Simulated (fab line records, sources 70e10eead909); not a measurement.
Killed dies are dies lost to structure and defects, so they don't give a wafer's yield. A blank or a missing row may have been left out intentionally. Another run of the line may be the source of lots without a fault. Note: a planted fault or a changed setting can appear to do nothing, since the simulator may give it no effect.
fab line records	flow nand-harc
record: lots: 12	wafers: 36	last-day: 31
route steps=1302 shown A_BLC@1121 END@1302
lots with no fault: from the same line, run without faults
start-h: the number of hours between the record's first day and the start of the first shown wafer of the lot	wait-h: how many hours have passed since the lot's step before this one	" as in the row above	L1.1+2: a row that stands for several wafers	- no value present, or no start provided	* or withheld: withheld	< > ~ a bound
route shown NAME@n: a module of which the file shows steps, and the number in the route of the first	usual: the fault-free wafers' mean and standard deviation	same: alike in all rows	chamber/n: place in a boat	sites: per-site readings	_std_site: standard deviation of those values	_edge_site: inner sites' mean taken away from outer sites' mean	radius-mm: for every site, how far away it sits from the centre of the wafer	mask NAME#n: copy n	behind: the tool/chamber that last shaped the wafer	hold: reason for holding the lot/hours on hold/outcome of the hold	device: the n, p or np transistor that did not switch	end of line: at the end of the route, the tests of the same wafers	a step with no rows: only its recipe	killed: dies that structure and defects cost at the first sort, which is not the same as the wafer's yield	map: a wafer's dies, marking killed ones x, the rest . and places with no die _
set.NAME: setting as actually run; set.NAME@STEP: the setting as run at that earlier step	model.NAME: the simulator's own value behind a step, which no gauge read
a sample of lots followed through the steps of the route, with each step as a table and each wafer as a row
services: the hour from which a tool's chamber was out of use, counted from the record's first day as start-h (under 0 if before that day), plus the number of hours and why
== steps ==
step: NHARC_A_BLC_ETCH_16
recipe: target-depth-a: 390	over-etch-frac: 0.3	time-s: 65	ion-energy-ev: 80	cf4-flow-sccm: 150	ar-flow-sccm: 0	rf-w: 300	bias-w: 100	chemistry: CF4
usual: drypump-motor-current-A: 5.9/0.52	oes-product-au: 1.001/0.0084	rf-vpp-V: 151.4/1.3	run-length-s: 86.0/0.46	showerhead-plenum-p-Torr: 1.78/0.068	throttle-valve-pct: 13.284/0.0086
lot.wafer	tool	chamber	start-h	wait-h	drypump-motor-current-A	oes-product-au	rf-hours-counter-h	rf-vpp-V	run-length-s	showerhead-plenum-p-Torr	throttle-valve-pct
L345.3	rie-diel-12	0	525.86	0.1	6.1	1.008	5	152.4	86.8	1.80	13.274
L345.2	"	2	"	"	6.3	1.002	3	152.7	85.9	1.88	13.277
L345.6	"	3	"	"	4.6	0.990	-	152.6	86.5	1.89	13.264
L346.1	rie-diel-01	3	533.40	0.1	5.8	1.004	15	151.2	86.5	1.72	13.281
L346.4	"	0	"	"	6.3	1.007	15	151.6	86.2	1.75	13.271
L346.5	"	2	"	"	6.3	1.000	-	152.2	86.1	1.81	13.296
L344.4	rie-diel-08	0	533.61	0.1	5.2	0.996	46	152.0	86.4	1.75	13.274
L344.6	"	0	"	"	5.2	0.999	-	151.0	86.6	1.75	13.287
L344.5	"	1	"	"	5.7	0.995	-	151.7	85.7	1.90	13.286
L347.2	rie-diel-12	3	536.52	0.1	4.6	0.991	5	153.5	86.5	1.89	13.293
L347.4	"	3	"	"	4.6	0.981	-	153.8	86.9	1.89	13.284
L347.5	"	2	"	"	6.4	0.998	-	152.9	86.1	1.88	13.289
L349.2	rie-diel-12	1	558.25	0.1	6.0	0.994	7	149.6	85.6	1.68	13.285
L349.3	"	2	"	"	6.3	1.013	5	152.7	85.8	1.88	13.294
L349.1	"	0	"	"	6.1	1.010	6	151.5	86.6	1.80	13.296
L352.1	rie-diel-01	3	592.03	0.1	5.8	1.005	2	150.1	86.6	1.72	13.294
L352.4	"	0	"	"	6.3	0.993	2	151.5	85.6	1.75	13.281
L352.6	"	2	"	"	6.2	1.001	-	151.3	85.3	1.81	13.290
L351.1	rie-diel-01	1	595.97	0.1	5.7	0.991	3	150.6	85.9	1.73	13.280
L351.6	"	0	"	"	6.3	1.009	-	152.5	85.5	1.75	13.286
L351.5	"	1	"	"	5.7	0.992	-	151.1	85.4	1.73	13.277
L355.4	rie-diel-08	2	640.21	0.1	4.9	0.996	24	152.7	85.9	1.78	13.279
L355.3	"	0	"	"	5.2	0.988	29	152.8	86.7	1.74	13.286
L355.1	"	1	"	"	5.7	1.003	32	154.0	85.6	1.89	13.298
L354.2	rie-diel-12	2	643.98	0.1	6.3	1.003	1	153.4	86.1	1.88	13.283
L354.3	"	0	"	"	6.1	1.019	1	151.5	86.5	1.80	13.282
L354.6	"	2	"	"	6.4	1.007	-	152.3	86.3	1.88	13.281
L361.1	rie-diel-12	3	686.05	0.1	4.6	1.011	3	151.2	86.5	1.89	13.297
L361.2	"	1	"	"	6.0	0.997	3	149.3	85.8	1.68	13.296
L361.6	"	2	"	"	6.3	0.999	-	154.5	86.1	1.87	13.272
L358.4	rie-diel-01	1	686.78	0.1	5.7	1.006	10	150.5	86.3	1.73	13.287
L358.2	"	2	"	"	6.3	1.011	10	151.2	85.3	1.81	13.281
L358.5	"	0	"	"	6.2	1.006	-	150.8	85.3	1.74	13.281
L359.4	rie-diel-01	1	688.56	0.1	5.7	0.989	11	149.8	85.5	1.73	13.288
L359.2	"	0	"	"	6.3	1.002	10	149.5	85.4	1.74	13.299
L359.6	"	2	"	"	6.2	1.010	-	151.7	85.4	1.81	13.288
step: NHARC_A_BLC_ETCH_17
recipe: target-depth-a: 3900	over-etch-frac: 0.25	time-s: 609.38	ion-energy-ev: 200	n2-flow-sccm: 150	h2-flow-sccm: 150	ar-flow-sccm: 0	rf-w: 400	bias-w: 150	chemistry: N2/H2
usual: drypump-motor-current-A: 5.9/0.49	oes-product-au: 1.001/0.009	rf-vpp-V: 430.9/2.3	run-length-s: 630.4/0.5	showerhead-plenum-p-Torr: 2.05/0.085	throttle-valve-pct: 14.171/0.0087
lot.wafer	tool	chamber	start-h	wait-h	drypump-motor-current-A	oes-product-au	rf-hours-counter-h	rf-vpp-V	run-length-s	showerhead-plenum-p-Torr	throttle-valve-pct
L345.2	rie-diel-12	0	525.99	-	6.1	1.001	5	431.8	630.8	2.08	14.171
L345.3	"	1	"	"	6.0	0.989	5	428.3	630.5	1.93	14.179
L345.6	"	0	"	"	6.1	1.009	-	432.8	631.0	2.09	14.160
L346.1	rie-diel-01	3	533.53	-	5.9	0.992	15	429.4	630.9	1.98	14.180
L346.4	"	1	"	"	5.7	1.003	14	430.2	629.8	2.00	14.161
L346.5	"	3	"	"	5.8	0.990	-	429.6	630.7	1.98	14.182
L344.4	rie-diel-08	2	533.79	-	5.0	1.024	45	430.9	630.8	2.06	14.172
L344.6	"	0	"	"	5.2	1.006	-	430.6	630.9	2.02	14.160
L344.5	"	1	"	"	5.7	1.004	-	434.4	630.4	2.20	14.170
L347.2	rie-diel-12	1	536.74	-	6.0	1.001	5	426.8	630.1	1.93	14.187
L347.5	"	2	"	"	6.4	1.011	-	434.1	630.8	2.18	14.167
L347.4	"	3	"	"	4.6	1.000	-	434.1	630.7	2.20	14.171
L349.3	rie-diel-12	0	558.42	-	6.1	1.003	6	431.5	631.2	2.08	14.175
L349.2	"	2	"	"	6.4	1.007	6	433.5	631.0	2.18	14.186
L349.1	"	3	"	"	4.6	0.991	7	434.5	631.2	2.19	14.157
L352.1	rie-diel-01	0	592.11	-	6.3	0.994	2	429.8	630.1	2.01	14.170
L352.4	"	2	"	"	6.2	1.008	2	429.9	629.9	2.09	14.160
L352.6	"	0	"	"	6.4	0.995	-	430.1	629.7	2.01	14.177
L351.1	rie-diel-01	2	596.05	-	6.3	1.006	2	431.0	630.2	2.09	14.161
L351.6	"	2	"	"	6.3	1.009	-	432.3	630.3	2.09	14.178
L351.5	"	3	"	"	5.8	1.003	-	429.7	631.0	1.98	14.176
L355.4	rie-diel-08	0	640.35	-	5.2	0.982	29	428.8	631.4	2.00	14.176
L355.3	"	1	"	"	5.7	1.005	32	434.0	630.7	2.19	14.173
L355.1	"	2	"	"	5.0	0.988	24	429.6	630.9	2.05	14.172
L354.2	rie-diel-12	3	644.12	-	4.6	0.997	1	435.3	631.0	2.19	14.175
L354.3	"	0	"	"	6.1	1.010	1	431.7	630.9	2.08	14.163
L354.6	"	3	"	"	4.6	0.997	-	433.7	631.1	2.19	14.183
L361.2	rie-diel-12	1	686.18	-	6.0	0.999	3	427.7	630.5	1.93	14.170
L361.1	"	3	"	"	4.6	1.007	3	434.8	631.2	2.19	14.163
L361.6	"	1	"	"	6.0	1.004	-	427.2	629.9	1.93	14.180
L358.4	rie-diel-01	2	686.85	-	6.3	1.009	10	431.4	614.0	2.09	14.172
L358.2	"	3	"	"	5.8	1.002	10	429.1	615.3	1.97	14.180
L358.5	"	2	"	"	6.3	1.008	-	431.7	613.8	2.09	14.167
L359.4	rie-diel-01	2	688.65	-	6.3	1.011	11	432.2	613.9	2.09	14.161
L359.2	"	0	"	"	6.3	1.004	10	430.8	614.0	2.01	14.169
L359.6	"	3	"	"	5.8	1.009	-	428.9	614.4	1.97	14.170
step: NHARC_A_BLC_CD_MEAS_19
usual: cd-nm: 99.9/2.4
lot.wafer	tool	chamber	start-h	wait-h	cd-nm
L345.2	cd-sem-03	-	526.74	-	96.4
L345.3	"	-	"	"	97.5
L345.6	"	-	"	"	97.1
L346.1	cd-sem-02	-	534.29	-	104.6
L346.4	"	-	"	"	96.1
L346.5	"	-	"	"	102.4
L344.4	cd-sem-03	-	534.50	-	100.7
L344.5	"	-	"	"	99.4
L344.6	"	-	"	"	105.5
L347.2	cd-sem-01	-	537.57	-	99.9
L347.4	"	-	"	"	101.2
L347.5	"	-	"	"	101.1
L349.1	cd-sem-01	-	559.21	-	100.7
L349.2	"	-	"	"	101.9
L349.3	"	-	"	"	96.6
L352.1	cd-sem-03	-	592.92	-	99.6
L352.4	"	-	"	"	103.0
L352.6	"	-	"	"	99.7
L351.1	cd-sem-02	-	596.87	-	101.6
L351.5	"	-	"	"	98.0
L351.6	"	-	"	"	101.0
L355.1	cd-sem-03	-	641.11	-	102.0
L355.3	"	-	"	"	97.3
L355.4	"	-	"	"	99.0
L354.2	cd-sem-02	-	644.89	-	98.4
L354.3	"	-	"	"	99.7
L354.6	"	-	"	"	100.4
L361.1	cd-sem-01	-	686.93	-	99.2
L361.2	"	-	"	"	99.9
L361.6	"	-	"	"	99.0
L358.2	cd-sem-02	-	687.66	-	102.4
L358.4	"	-	"	"	101.6
L358.5	"	-	"	"	99.4
L359.2	cd-sem-02	-	689.45	-	100.0
L359.4	"	-	"	"	97.8
L359.6	"	-	"	"	101.1
step: NHARC_A_BLC_CVD_24
recipe: target-thk-a: 1500	temp-c: 300	pressure-torr: 40	wf6-flow-sccm: 40	h2-flow-sccm: 1600	ar-flow-sccm: 1560	time-s: 434	material: W
usual: heater-power-w: 439/24	mfc-h2-sccm: 1600/5.1	throttle-valve-pct: 7.82/0.24
lot.wafer	tool	chamber	start-h	wait-h	heater-power-w	mfc-h2-sccm	throttle-valve-pct
L345.2	cvd-w-01	0	-	-	463	1601	7.60
L345.3	"	1	"	"	472	1607	7.66
L345.6	"	1	"	"	471	1598	7.67
L346.1	cvd-w-01	0	-	-	470	1590	7.39
L346.4	"	0	"	"	468	1592	7.43
L346.5	"	0	"	"	462	1587	7.58
L344.4	cvd-w-02	0	-	-	409	1603	8.26
L344.5	"	1	"	"	434	1598	7.84
L344.6	"	0	"	"	403	1591	8.47
L347.2	cvd-w-01	1	-	-	469	1601	7.76
L347.4	"	1	"	"	465	1597	7.65
L347.5	"	1	"	"	467	1605	7.58
L349.2	cvd-w-01	0	-	-	445	1605	7.57
L349.1	"	1	"	"	438	1594	7.96
L349.3	"	1	"	"	433	1602	7.77
L352.1	cvd-w-02	0	-	-	406	1601	8.21
L352.4	"	1	"	"	441	1599	8.06
L352.6	"	0	"	"	416	1595	8.08
L351.1	cvd-w-02	0	-	-	412	1610	8.02
L351.6	"	0	"	"	413	1609	8.12
L351.5	"	1	"	"	440	1591	7.78
L355.1	cvd-w-01	0	-	-	480	1603	7.43
L355.3	"	1	"	"	441	1603	8.03
L355.4	"	0	"	"	477	1603	7.64
L354.2	cvd-w-02	0	-	-	405	1598	7.81
L354.3	"	0	"	"	407	1594	8.03
L354.6	"	0	"	"	419	1596	8.15
L361.1	cvd-w-01	0	-	-	474	1605	7.67
L361.2	"	1	"	"	428	1600	8.00
L361.6	"	1	"	"	441	1600	7.85
L358.2	cvd-w-02	0	-	-	412	1589	7.89
L358.4	"	0	"	"	413	1605	7.99
L358.5	"	0	"	"	408	1598	7.88
L359.2	cvd-w-01	1	-	-	427	1604	7.82
L359.4	"	0	"	"	473	1609	7.35
L359.6	"	0	"	"	475	1606	7.65
step: NHARC_END_SORT_01
recipe: temp-c: 25
usual: killed-at-array: 52/18	killed-at-other: 0.6/1.1	killed-at-periphery: 3.7/2.4	killed-dies: 57/19	killed-open: 3.1/1.7	killed-short: 2.5/1.7
same: gross-dies: 677
lot.wafer	tool	chamber	start-h	wait-h	killed-at-array	killed-at-other	killed-at-periphery	killed-dies	killed-open	killed-short
L349.1	prober-02	0	602.85	2.5	25	0	3	28	2	3
L349.2	prober-02	0	603.67	2.8	28	2	0	30	2	2
L349.3	prober-02	0	604.48	3.1	21	3	1	25	1	0
L352.1	prober-02	0	636.84	2.4	58	1	3	62	7	3
L352.4	prober-02	0	639.22	3.4	48	1	1	50	4	2
L352.6	prober-02	0	640.81	4.0	57	1	5	63	5	6
L361.1	prober-01	0	729.89	2.5	63	0	2	65	4	3
L361.2	prober-01	0	730.67	2.8	64	0	4	68	2	0
L361.6	prober-01	0	733.81	3.9	73	0	4	77	2	0
killed by level:class
L349.1 A_CHANNEL_HOLE_D2:chamber-film-flake=10 A_CHANNEL_HOLE_D1:chamber-film-flake=3 A_DECK1_JOINT:chamber-film-flake=2 A_STAIRCASE:chamber-film-flake=2 A_CONTACT:chamber-film-flake=2 P_M0:geometric-particle:open=1 P_M1:geometric-particle:short=1 A_CHANNEL_HOLE_D1:geometric-particle:open=1
L349.2 A_CHANNEL_HOLE_D2:chamber-film-flake=9 A_CHANNEL_HOLE_D1:chamber-film-flake=4 A_DECK1_JOINT:chamber-film-flake=4 A_CHANNEL_FILL_D2:geometric-particle:open=2 A_SGD_CUT:chamber-film-flake=2 A_WL_FILL:chamber-film-flake=2 A_CONTACT:chamber-film-flake=2 THIN_TSV:chamber-film-flake=2
L349.3 A_CHANNEL_HOLE_D2:chamber-film-flake=10 A_SGD_CUT:chamber-film-flake=3 THIN_TSV:chamber-film-flake=3 A_ZERO_WELL:chamber-film-flake=2 A_SLIT:chamber-film-flake=2 A_CONTACT:chamber-film-flake=2 P_GATE:geometric-particle:open=1 A_DECK1_JOINT:chamber-film-flake=1
L352.1 A_CHANNEL_HOLE_D1:chamber-film-flake=33 A_CHANNEL_HOLE_D2:chamber-film-flake=8 A_CONTACT:chamber-film-flake=3 P_CONTACT:geometric-particle:open=2 A_CHANNEL_FILL_D1:chamber-film-flake=2 A_DECK1_JOINT:chamber-film-flake=2 A_CHANNEL_FILL_D1:geometric-particle:short=1 A_CHANNEL_FILL_D1:geometric-particle:open=1
L352.4 A_CHANNEL_HOLE_D1:chamber-film-flake=31 A_CHANNEL_HOLE_D2:chamber-film-flake=5 A_CONTACT:chamber-film-flake=3 A_WL_FILL:geometric-particle:short=2 A_M0:geometric-particle:open=2 P_M0:geometric-particle:open=1 A_BLC:geometric-particle:open=1 A_ZERO_WELL:chamber-film-flake=1
L352.6 A_CHANNEL_HOLE_D1:chamber-film-flake=17 A_CHANNEL_HOLE_D2:chamber-film-flake=13 A_CONTACT:chamber-film-flake=12 A_DECK1_JOINT:chamber-film-flake=4 A_CHANNEL_FILL_D2:geometric-particle:short=2 P_ZERO_WELL:chamber-film-flake=2 P_CONTACT:geometric-particle:open=1 P_M0:geometric-particle:open=1
L361.1 A_SLIT:chamber-film-flake=31 A_CHANNEL_HOLE_D1:chamber-film-flake=18 A_STAIRCASE:chamber-film-flake=4 A_CONTACT:chamber-film-flake=3 A_CHANNEL_FILL_D1:chamber-film-flake=2 P_GATE:geometric-particle:open=1 P_M0:geometric-particle:short=1 A_SOURCE_PLATE:geometric-particle:short=1
L361.2 A_SLIT:chamber-film-flake=35 A_CHANNEL_HOLE_D1:chamber-film-flake=20 A_CONTACT:chamber-film-flake=4 P_GATE:geometric-particle:open=1 A_M0:geometric-particle:open=1 P_STI:chamber-film-flake=1 P_GATE:chamber-film-flake=1 P_M1:chamber-film-flake=1
L361.6 A_SLIT:chamber-film-flake=37 A_CHANNEL_HOLE_D1:chamber-film-flake=27 A_CHANNEL_FILL_D1:chamber-film-flake=2 A_STAIRCASE:chamber-film-flake=2 A_CONTACT:chamber-film-flake=2 P_STI:geometric-particle:open=1 A_BLC:geometric-particle:open=1 P_M1:chamber-film-flake=1
== services ==
tool	chamber	start-h	hours	kind
rie-diel-12	0	503.40	-	clean
rie-diel-12	1	503.40	-	clean
rie-diel-12	2	503.40	-	clean
rie-diel-12	3	503.40	-	clean
cvd-w-01	-	508.18	0.5	repair
rie-diel-01	0	512.38	-	clean
rie-diel-01	1	512.38	-	clean
rie-diel-01	2	512.38	-	clean
rie-diel-12	0	530.21	16.7	repair
rie-diel-01	1	536.56	4.7	repair
cvd-w-02	1	546.98	16.6	repair
cvd-w-01	-	547.00	13.0	pm
rie-diel-08	-	547.36	9.0	pm
rie-diel-01	-	557.80	9.0	pm
rie-diel-08	0	570.22	6.2	repair
rie-diel-08	1	604.88	1.2	repair
cvd-w-01	1	616.02	3.0	repair
rie-diel-12	-	622.40	9.0	pm
rie-diel-01	-	623.71	4.8	repair
cvd-w-02	-	631.00	13.0	pm
rie-diel-01	0	650.16	5.0	repair
rie-diel-08	1	665.67	8.8	repair
cvd-w-01	0	672.74	5.0	repair
rie-diel-12	3	675.21	9.1	repair
== key ==
first-sign: step: NHARC_A_BLC_ETCH_17	reading: run-length-s	direction: down	sigmas: 33	usual: *	struck: *
effect none on later readings
met-at NHARC_A_BLC_ETCH_17
struck-lots L358,L359
tester-left-out L358,L359
not-acting-at NHARC_A_BLC_ETCH_16,NHARC_A_BLC_CD_MEAS_19,NHARC_A_BLC_CVD_24
onset-between 596.05 686.85
fault: kind: process-parameter-drift	tool: rie-diel-01	chamber: -	onset-h: 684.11	steps: NHARC_A_BLC_ETCH_17	channel: time-s	offset: *	shape: step	end-h: 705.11	acts-in: *	stated: *
tester-left-out: of these lots the tester's yield and bins aren't shown, on N5 and GAA mostly nor the transistor test; their killed dies are dies lost to structure and defects alone, not to doping, threshold or leakage, so they don't give the yield
